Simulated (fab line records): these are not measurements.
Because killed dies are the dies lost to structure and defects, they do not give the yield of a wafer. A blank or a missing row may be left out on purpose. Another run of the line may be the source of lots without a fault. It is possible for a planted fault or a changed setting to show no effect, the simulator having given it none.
fab line records | flow n5_finfet
record: lots: 10 wafers: 30 last_day: 17
route steps=1938 shown BEOL_M4@1111 BEOL_M5@1184 PASSIVATION@1936
lots with no fault: from the same line, run without faults
start_h: hours from the record's first day to the start of the lot's first wafer shown | wait_h: time in hours since the lot's previous step | " the same as in the row above | L1.1+2: a single row standing in for several wafers | - either no value or no given start | * or withheld: withheld | < > ~ a bound
route shown NAME@n: NAME is a module with steps in the file, n the number in the route of the first one | usual: mean and standard deviation over wafers with no fault | same: alike in all rows | chamber/n: place in a boat | sites: per-site readings | _std_site: the standard deviation of these | _edge_site: the outer-site mean with the inner-site mean subtracted | radius_mm: for every site, how far away it sits from the centre of the wafer | mask NAME#n: copy n | behind: the tool/chamber that last shaped the wafer | hold: what put the lot on hold/how long, in hours/how the hold closed | device: names the non-switching transistor (n, p or np) | end of line: the route-end tests of the same wafers | a step given without rows: its recipe and nothing more | killed: at the first sort, the dies lost to defects and structure; wafer yield is something else | map: a wafer's dies, x killed, . not, _ none there
set.NAME: setting as actually run; set.NAME@STEP: the setting as run at that earlier step | model.NAME: the simulator's own value behind a step, which no gauge read
steps of the route over a sample of lots; a table a step, a row a wafer
services: from which hour (start_h, from the record's first day; less than 0 if before it) a tool's chamber was out of use, for how many hours, and why
== steps ==
step: N5_BEOL_M4_RC_MEAS_101
usual: DIBL_N: 36.3/1.7 DIBL_P: 36.5/1.8 IOFF_N: 0.16/0.033 IOFF_P: 0.21/0.037 ION_N: 675/11 ION_P: 462/7.9 SS_N: 71.6/0.64 SS_P: 73.3/0.68 VT_N: 249/3.3 VT_P: -250/3.3
columns lot.wafer tool chamber start_h wait_h DIBL_N[mV/V] DIBL_P[mV/V] IOFF_N[nA/um] IOFF_P[nA/um] ION_N[uA/um] ION_P[uA/um] SS_N[mV/dec] SS_P[mV/dec] VT_N[mV] VT_P[mV]
L675.2 prober-01 0 159.47 0.2 35.4 36.0 0.14 0.19 666 457 71.4 73.2 253 -255
L675.3 " 0 " " 35.3 36.6 0.15 0.20 684 469 71.6 73.9 249 -252
L675.5 " 0 " " 34.9 36.1 0.15 0.19 678 466 71.6 73.7 253 -252
L676.1 prober-02 0 179.55 0.0 33.6 34.1 0.14 0.21 673 467 71.1 73.2 248 -248
L676.3 " 0 " " 36.4 37.0 0.18 0.25 679 468 72.3 73.4 250 -249
L676.5 " 0 " " 35.8 36.4 0.17 0.24 676 467 71.8 73.1 249 -246
L679.1 prober-01 0 182.71 0.0 36.4 35.8 0.15 0.22 672 463 72.0 72.9 249 -248
L679.2 " 0 " " 38.2 38.6 0.19 0.26 682 470 71.9 74.6 245 -246
L679.4 " 0 " " 37.6 37.2 0.16 0.24 671 466 72.3 74.0 250 -245
L683.1 prober-02 0 207.58 0.0 37.4 38.4 0.18 0.24 660 460 72.2 73.5 251 -247
L683.3 " 0 " " 35.1 34.8 0.14 0.18 658 445 71.9 72.8 254 -251
L683.6 " 0 " " 32.3 33.3 0.11 0.16 657 457 70.5 72.1 255 -254
L688.1 prober-02 0 250.98 0.0 38.8 39.3 0.21 0.25 672 458 71.6 74.9 245 -249
L688.3 " 0 " " 36.4 34.7 0.15 0.17 665 448 71.3 72.5 253 -253
L688.5 " 0 " " 38.9 38.0 0.21 0.22 676 453 72.8 74.5 248 -250
L692.3 prober-02 0 264.16 0.3 37.3 35.4 0.16 0.22 675 466 71.4 72.8 247 -246
L692.4 " 0 " " 35.6 34.2 0.15 0.22 703 481 71.4 72.5 246 -244
L692.6 " 0 " " 35.4 34.3 0.14 0.21 677 469 71.2 72.8 249 -245
L694.4 prober-01 0 267.91 0.5 37.3 36.6 0.16 0.23 678 472 71.4 72.5 254 -245
L694.5 " 0 " " 36.3 35.8 0.15 0.22 662 460 71.4 73.4 253 -248
L694.6 " 0 " " 37.3 36.4 0.17 0.23 667 464 71.9 73.5 249 -247
L696.1 prober-02 0 291.64 0.0 40.0 40.9 0.28 0.27 717 475 72.9 74.6 241 -250
L696.4 " 0 " " 38.2 38.7 0.23 0.24 695 461 73.1 74.5 242 -249
L696.5 " 0 " " 37.6 37.9 0.21 0.22 687 459 71.7 73.4 245 -251
L698.1 prober-01 0 298.10 0.0 33.2 33.6 0.12 0.16 669 452 71.2 72.4 252 -256
L698.3 " 0 " " 36.3 37.7 0.18 0.21 678 461 71.9 74.4 248 -250
L698.5 " 0 " " 36.8 38.6 0.19 0.22 677 458 72.1 74.3 246 -253
L697.1 prober-02 0 298.18 0.0 36.2 35.1 0.14 0.17 662 447 71.2 73.8 253 -251
L697.2 " 0 " " 37.3 36.3 0.16 0.18 677 458 72.1 73.9 249 -254
L697.6 " 0 " " 37.5 37.0 0.16 0.20 673 458 71.5 74.2 247 -253
step: N5_BEOL_M5_ECD_50
recipe: material: Cu target_thk_a: 3000
columns lot.wafer tool chamber start_h wait_h
L675.2+3+5 ecd_cu-02 1 170.31 0.1
L676.1+3+5 ecd_cu-02 0,1,0 191.56 0.1
L679.1+2+4 ecd_cu-02 1,0,0 194.19 0.1
L683.1+3+6 ecd_cu-01 0 219.73 0.1
L688.1+3+5 ecd_cu-02 1 260.61 0.1
L692.3+4+6 ecd_cu-01 1,0,0 275.60 0.1
L694.4+5+6 ecd_cu-01 1,1,0 278.68 0.1
L696.1+4+5 ecd_cu-02 1,0,0 306.53 0.1
L697.1+2+6 ecd_cu-01 1,0,0 310.63 0.1
L698.1+3+5 ecd_cu-01 0,1,0 312.70 0.1
step: N5_BEOL_M5_ANNEAL_51
recipe: temp_c: 225 time_s: 90 ambient: N2
usual: wafer_temp_C_max: 225.84/0.21
columns lot.wafer tool chamber start_h wait_h wafer_temp_C_max
L675.2 rtp_anneal-02 0 170.44 0.1 225.68
L675.3 " 0 " " 225.67
L675.5 " 0 " " 226.16
L676.1 rtp_anneal-02 0 191.65 0.1 225.93
L676.3 " 0 " " 225.99
L676.5 " 0 " " 225.82
L679.1 rtp_anneal-01 0 194.68 0.5 225.82
L679.2 " 0 " " 225.54
L679.4 " 0 " " 226.04
L683.1 rtp_anneal-02 0 219.84 0.1 225.73
L683.3 " 0 " " 225.79
L683.6 " 0 " " 225.68
L688.1 rtp_anneal-01 0 260.70 0.1 226.11
L688.3 " 0 " " 225.86
L688.5 " 0 " " 225.82
L692.3 rtp_anneal-01 0 275.76 0.1 225.59
L692.4 " 0 " " 226.13
L692.6 " 0 " " 225.88
L694.4 rtp_anneal-01 0 279.48 0.8 225.86
L694.5 " 0 " " 225.61
L694.6 " 0 " " 226.00
L696.1 rtp_anneal-01 0 307.63 1.1 225.66
L696.4 " 0 " " 226.35
L696.5 " 0 " " 226.11
L697.1 rtp_anneal-02 0 310.71 0.1 225.83
L697.2 " 0 " " 225.98
L697.6 " 0 " " 225.81
L698.1 rtp_anneal-02 0 312.79 0.1 226.28
L698.3 " 0 " " 225.86
L698.5 " 0 " " 226.17
step: N5_BEOL_M5_CMP_52
recipe: stop_on: SiCOH_lowk t_overpolish_s: 6.9 down_force_psi: 1 platen_rpm: 50 clearing_platen_down_force_psi: 1.5 clearing_platen_rpm: 50 post_cmp_clean: cu_alkaline target_thk_nm: 62 clearing_platen_pad_velocity_m_s: 0.99484 pad_velocity_m_s: 0.99484
usual: clearing_platen_down_force_psi: 1.500/0.0031 edge_zone_pressure_frac: 1.000/0.0052 motor_current_A: 6.2/0.7 time_to_endpoint_s: 63.0/2.5
columns lot.wafer tool chamber start_h wait_h clearing_platen_down_force_psi edge_zone_pressure_frac motor_current_A time_to_endpoint_s
L675.3 cmp-02 2 170.73 0.2 1.505 1.003 5.8 64.3
L675.2 " 0 " " 1.501 1.010 6.0 66.3
L675.5 " 1 " " 1.503 0.997 6.4 62.1
L676.1 cmp-04 3 191.95 0.3 1.497 1.000 7.2 65.1
L676.3 " 1 " " 1.501 1.001 6.5 62.4
L676.5 " 0 " " 1.504 1.007 4.9 64.9
L679.1 cmp-04 2 194.98 0.3 1.503 0.994 5.5 65.8
L679.2 " 3 " " 1.506 1.003 7.4 68.4
L679.4 " 1 " " 1.502 1.001 6.6 67.4
L683.3 cmp-04 2 220.40 0.4 1.498 1.003 5.8 60.0
L683.1 " 0 " " 1.500 1.005 5.2 65.6
L683.6 " 3 " " 1.501 0.990 7.2 61.7
L688.3 cmp-04 3 261.03 0.2 1.500 1.005 7.0 64.1
L688.1 " 0 " " 1.491 0.999 5.2 64.2
L688.5 " 2 " " 1.505 0.992 5.6 59.6
L692.4 cmp-04 3 275.96 0.1 1.503 0.998 7.0 5.2
L692.3 " 2 " " 1.498 1.002 5.8 3.1
L692.6 " 0 " " 1.500 1.001 5.1 6.9
L694.4 cmp-01 1 279.68 0.2 1.497 1.003 5.2 1.4
L694.5 " 0 " " 1.497 1.001 5.9 1.6
L694.6 " 1 " " 1.499 1.003 5.2 2.7
L696.4 cmp-04 1 307.93 0.1 1.498 0.992 6.1 63.2
L696.1 " 0 " " 1.502 0.995 5.2 66.4
L696.5 " 1 " " 1.498 1.003 6.7 62.2
L697.2 cmp-04 1 311.08 0.3 1.497 0.994 6.1 62.8
L697.1 " 2 " " 1.504 1.003 5.5 62.4
L697.6 " 3 " " 1.495 0.998 7.3 64.3
L698.1 cmp-02 2 313.09 0.3 1.498 1.003 5.9 59.7
L698.3 " 3 " " 1.501 1.000 6.7 60.0
L698.5 " 3 " " 1.503 0.997 6.3 61.0
step: N5_BEOL_M5_DEP_56
recipe: material: SiCN target_thk_a: 80 temp_c: withheld precursor: 3MS/NH3 pressure_torr: 3 rf_w: 202 time_s: 14
usual: chamber_pressure_Torr: 2.999/0.0064 showerhead_plenum_p_Torr: 3.665/0.012 throttle_valve_pct: 9.0/0.39
columns lot.wafer tool chamber start_h wait_h chamber_pressure_Torr showerhead_plenum_p_Torr throttle_valve_pct
L675.2 pecvd-03 2 171.18 0.0 3.002 3.675 8.8
L675.3 " 0 " " 3.001 3.663 9.1
L675.5 " 0 " " 2.997 3.658 9.1
L676.1 pecvd-02 1 192.43 0.0 2.994 3.692 8.8
L676.3 " 2 " " 3.006 3.653 8.2
L676.5 " 2 " " 3.006 3.655 8.1
L679.1 pecvd-04 2 195.47 0.0 2.995 3.661 9.5
L679.2 " 0 " " 2.997 3.657 9.2
L679.4 " 1 " " 3.002 3.647 9.2
L683.1 pecvd-04 1 220.99 0.0 2.999 3.657 9.3
L683.3 " 1 " " 2.998 3.658 9.2
L683.6 " 1 " " 2.998 3.658 9.2
L688.1 pecvd-03 2 261.48 0.0 3.010 3.667 9.1
L688.3 " 1 " " 2.998 3.675 8.8
L688.5 " 0 " " 3.007 3.653 9.3
L692.3 pecvd-03 2 276.45 0.0 3.000 3.675 9.1
L692.4 " 0 " " 3.001 3.662 9.2
L692.6 " 2 " " 3.002 3.674 8.9
L694.4 pecvd-04 0 280.14 0.0 2.993 3.645 9.4
L694.5 " 1 " " 3.006 3.657 9.4
L694.6 " 2 " " 2.997 3.657 8.3
L696.1 pecvd-03 0 308.42 0.0 2.999 3.652 9.4
L696.4 " 1 " " 2.997 3.673 8.9
L696.5 " 0 " " 3.001 3.663 9.6
L697.1 pecvd-02 1 311.50 0.0 2.998 3.695 9.1
L697.2 " 0 " " 2.994 3.651 9.7
L697.6 " 0 " " 2.997 3.662 9.5
L698.1 pecvd-04 1 313.59 0.0 2.986 3.654 9.3
L698.3 " 0 " " 2.999 3.662 9.3
L698.5 " 1 " " 2.995 3.652 9.1
step: N5_PASSIVATION_PROBE_49
usual: defect_limited_yield: 91.3/1.5 killed_at_M0_to_M3: 34/9.4 killed_at_M4_up: 13/5.3 killed_at_contacts: 13/5.7 killed_at_front_end: 40/10 killed_at_other: 3.7/2.8 killed_dies: 103/17 killed_on_rim: 13/4.2 killed_open: 67/13 killed_short: 35/8.5 sort_bin_4_leakage: 0.00/0.016 sort_bin_5_function: 5.0/0.98 sort_bin_6_memory: 3.3/0.7 sort_n_pass: 1077/17 sort_yield_pct: 91.3/1.5
same: gross_dies: 1180 killed_at_back_side: 0 sort_bin_8_speed[%]: 0
columns lot.wafer tool chamber start_h wait_h defect_limited_yield[%] killed_at_M0_to_M3 killed_at_M4_up killed_at_contacts killed_at_front_end killed_at_other killed_dies killed_on_rim killed_open killed_short sort_bin_4_leakage[%] sort_bin_5_function[%] sort_bin_6_memory[%] sort_n_pass sort_yield_pct[%]
L679.1 prober-02 - 289.91 0.0 91.3 40 9 7 38 9 103 13 67 35 0 5.1 3.4 1077 91.3
L679.2 prober-02 - 289.96 0.1 90.0 31 14 15 51 7 118 17 69 47 0 6.0 3.1 1062 90.0
L679.4 prober-02 - 290.06 0.2 92.2 23 14 8 40 7 92 9 61 31 0 3.7 3.7 1088 92.2
L688.1 prober-01 - 355.52 0.0 90.8 24 17 11 51 5 108 10 70 37 0 5.1 3.7 1072 90.8
L688.3 prober-01 - 355.62 0.1 90.5 25 6 18 59 4 112 15 68 44 0 5.7 3.5 1068 90.5
L688.5 prober-01 - 355.72 0.2 91.9 26 7 15 39 8 95 13 67 27 0 4.7 3.1 1085 91.9
L692.3 prober-02 - 365.44 0.1 0 42 1097 1 35 5 1180 152 82 22 0 96.1 3.9 0 0
L692.4 prober-02 - 365.49 0.2 0 26 1102 17 34 1 1180 152 62 30 0 96.6 3.0 0 0
L692.6 prober-02 - 365.59 0.3 0 39 1113 5 19 4 1180 152 54 17 0 97.7 1.9 0 0
L694.4 prober-02 - 369.93 0.2 0 28 1115 12 21 4 1180 152 49 22 0 97.6 2.2 0 0
L694.5 prober-02 - 369.98 0.2 0 34 1085 11 44 6 1180 152 77 32 0 96.7 3.1 0 0
L694.6 prober-02 - 370.03 0.3 0 29 1098 8 41 4 1180 152 47 36 0 97.2 2.5 0 0
L697.1 prober-01 - 392.89 0.0 89.2 28 11 19 65 5 128 23 87 34 0 5.9 4.1 1052 89.2
L697.2 prober-01 - 392.94 0.1 91.8 27 13 11 43 3 97 12 65 31 0 4.2 3.5 1083 91.8
L697.6 prober-01 - 393.14 0.3 92.5 18 3 13 51 3 88 10 57 31 0 5.0 2.4 1092 92.5
killed by level:class
L679.1 FIN_SAQP:geometric_particle:open=16 BEOL_M0_SAQP:geometric_particle:open=10 BEOL_M2:geometric_particle:open=9 FIN_SAQP:geometric_particle:short=7 BEOL_M2:geometric_particle:short=7 BEOL_M1:geometric_particle:open=6 MOL_CONTACT_COAG:geometric_particle:open=5 BEOL_M0_SAQP:geometric_particle:short=5
L679.2 FIN_SAQP:geometric_particle:open=12 BEOL_M0_SAQP:geometric_particle:open=12 FIN_SAQP:geometric_particle:short=11 BEOL_M0_SAQP:geometric_particle:short=11 MOL_CONTACT_COAG:geometric_particle:open=10 BEOL_M4:geometric_particle:open=9 STI_FIN_REVEAL:geometric_particle:open=7 MOL_CONTACT_COAG:geometric_particle:short=5
L679.4 FIN_SAQP:geometric_particle:open=15 BEOL_M0_SAQP:geometric_particle:open=10 MOL_CONTACT_COAG:geometric_particle:open=8 BEOL_M0_SAQP:geometric_particle:short=6 BEOL_M4:geometric_particle:open=5 FIN_SAQP:geometric_particle:short=4 BEOL_M5:geometric_particle:open=4 STI_FIN_REVEAL:geometric_particle:open=4
L688.1 MOL_CONTACT_COAG:geometric_particle:open=10 BEOL_M2:geometric_particle:open=9 STI_FIN_REVEAL:geometric_particle:open=7 FIN_SAQP:geometric_particle:open=6 GATE_CUT:geometric_particle:short=6 GATE_CUT:geometric_particle:open=6 BEOL_M4:geometric_particle:open=6 STARTING-WAFER:geometric_particle:short=5
L688.3 FIN_SAQP:geometric_particle:open=13 MOL_CONTACT_COAG:geometric_particle:open=11 BEOL_M2:geometric_particle:open=10 STI_FIN_REVEAL:geometric_particle:open=8 FIN_SAQP:geometric_particle:short=7 MOL_CONTACT_COAG:geometric_particle:short=7 STI_FIN_REVEAL:geometric_particle:short=6 ILD0:geometric_particle:short=5
L688.5 MOL_CONTACT_COAG:geometric_particle:open=14 BEOL_M2:geometric_particle:open=12 GATE_CUT:geometric_particle:short=8 STARTING-WAFER:geometric_particle:open=7 FIN_SAQP:geometric_particle:open=6 BEOL_M0_SAQP:geometric_particle:open=4 FIN_SAQP:geometric_particle:short=3 STI_FIN_REVEAL:geometric_particle:open=3
L692.3 BEOL_M5:area_ecd=1076 BEOL_M3:geometric_particle:open=17 BEOL_M4:geometric_particle:open=14 STI_FIN_REVEAL:geometric_particle:open=12 BEOL_M2:geometric_particle:open=6 FIN_SAQP:geometric_particle:open=5 DUMMY_GATE:geometric_particle:open=5 BEOL_M0_SAQP:geometric_particle:short=5
L692.4 BEOL_M5:area_ecd=1088 MOL_CONTACT_COAG:geometric_particle:open=12 BEOL_M3:geometric_particle:open=9 STI_FIN_REVEAL:geometric_particle:open=7 BEOL_M0_SAQP:geometric_particle:short=7 GATE_CUT:geometric_particle:short=6 BEOL_M4:geometric_particle:open=6 FIN_SAQP:geometric_particle:open=5
L692.6 BEOL_M5:area_ecd=1108 BEOL_M3:geometric_particle:open=12 BEOL_M2:geometric_particle:open=7 MOL_CONTACT_COAG:geometric_particle:open=5 STI_FIN_REVEAL:geometric_particle:open=4 BEOL_M0_SAQP:geometric_particle:open=4 BEOL_M0:geometric_particle:open=4 BEOL_M1:geometric_particle:open=4
L694.4 BEOL_M5:area_ecd=1109 MOL_CONTACT_COAG:geometric_particle:open=10 BEOL_M3:geometric_particle:open=8 BEOL_M2:geometric_particle:open=5 DUMMY_GATE:geometric_particle:open=4 BEOL_M0_SAQP:geometric_particle:short=4 STI_FIN_REVEAL:geometric_particle:open=3 DUMMY_GATE:geometric_particle:short=3
L694.5 BEOL_M5:area_ecd=1071 STI_FIN_REVEAL:geometric_particle:open=15 BEOL_M2:geometric_particle:open=9 MOL_CONTACT_COAG:geometric_particle:open=8 FIN_SAQP:geometric_particle:open=7 BEOL_M4:geometric_particle:short=5 BEOL_M0_SAQP:geometric_particle:open=5 BEOL_M1:geometric_particle:open=5
L694.6 BEOL_M5:area_ecd=1096 FIN_SAQP:geometric_particle:open=7 MOL_CONTACT_COAG:geometric_particle:open=7 STI_FIN_REVEAL:geometric_particle:open=7 BEOL_M0_SAQP:geometric_particle:short=7 BEOL_M3:geometric_particle:open=6 BEOL_M3:geometric_particle:short=6 STARTING-WAFER:geometric_particle:short=6
L697.1 MOL_CONTACT_COAG:geometric_particle:open=16 STI_FIN_REVEAL:geometric_particle:open=15 BEOL_M1:geometric_particle:open=12 FIN_SAQP:geometric_particle:open=9 FIN_SAQP:geometric_particle:short=8 HKMG_FIN:area_etch=6 GATE_CUT:geometric_particle:short=5 BEOL_M3:geometric_particle:open=5
L697.2 FIN_SAQP:geometric_particle:open=13 BEOL_M3:geometric_particle:open=9 MOL_CONTACT_COAG:geometric_particle:open=8 STI_FIN_REVEAL:geometric_particle:open=7 FIN_SAQP:geometric_particle:short=5 BEOL_M0_SAQP:geometric_particle:open=4 BEOL_M1:geometric_particle:open=4 BEOL_M2:geometric_particle:open=4
L697.6 FIN_SAQP:geometric_particle:open=13 MOL_CONTACT_COAG:geometric_particle:open=11 FIN_SAQP:geometric_particle:short=10 GATE_CUT:geometric_particle:short=6 BEOL_M2:geometric_particle:open=6 BEOL_M3:geometric_particle:open=6 DUMMY_GATE:geometric_particle:open=4 STI_FIN_REVEAL:geometric_particle:open=3
== services ==
columns tool chamber start_h hours kind
cmp-02 - 152.72 2.9 repair
pecvd-02 0 153.68 4.6 repair
ecd_cu-01 - 159.45 0.6 repair
pecvd-03 0 160.72 5.5 scheduled_down
pecvd-04 1 163.50 5.5 scheduled_down
ecd_cu-01 - 177.05 5.2 pm
cmp-01 - 193.40 0.3 repair
pecvd-04 2 202.38 - clean
pecvd-04 2 202.38 - consumable_replace:showerhead
pecvd-04 2 202.38 29.0 scheduled_down
cmp-01 - 221.20 4.0 pm
pecvd-03 2 237.15 4.5 repair
cmp-04 - 239.30 0.7 repair
ecd_cu-01 - 242.96 2.5 repair
cmp-01 - 247.09 14.3 pm
cmp-04 - 262.37 5.8 repair
cmp-01 - 268.07 5.1 pm
cmp-04 - 279.00 5.4 pm
rtp_anneal-01 - 287.31 2.7 pm
cmp-04 - 287.56 4.0 pm
cmp-04 - 291.56 - consumable_replace:conditioner
cmp-04 - 291.56 - consumable_replace:pad
ecd_cu-01 - 302.10 0.3 repair
rtp_anneal-02 - 306.38 4.2 pm
== key ==
first_sign: step: N5_BEOL_M5_CMP_52 reading: time_to_endpoint_s direction: down sigmas: 24 usual: * struck: *
effect: step: N5_PASSIVATION_PROBE_49 reading: killed_at_M4_up direction: up sigmas: 99+ usual: 13 struck: 1102
more_kills_born_at: N5_BEOL_M5_ECD_50@ecd_cu-01: 6548
met_at N5_BEOL_M5_ECD_50
struck_lots L692,L694
later_rows_left_out L692.3,L692.4,L692.6,L694.4,L694.5,L694.6
not_acting_at N5_BEOL_M5_ANNEAL_51,N5_BEOL_M5_DEP_56
onset_between 219.73 275.60
fault: kind: skipped_step_whole tool: ecd_cu-01 chamber: - onset_h: 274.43 steps: N5_BEOL_M5_ECD_50 scope: struck_lots_only
later_rows_left_out: the simulator's readings of these wafers behind a module that went badly wrong aren't trusted and aren't shown, but for the sort
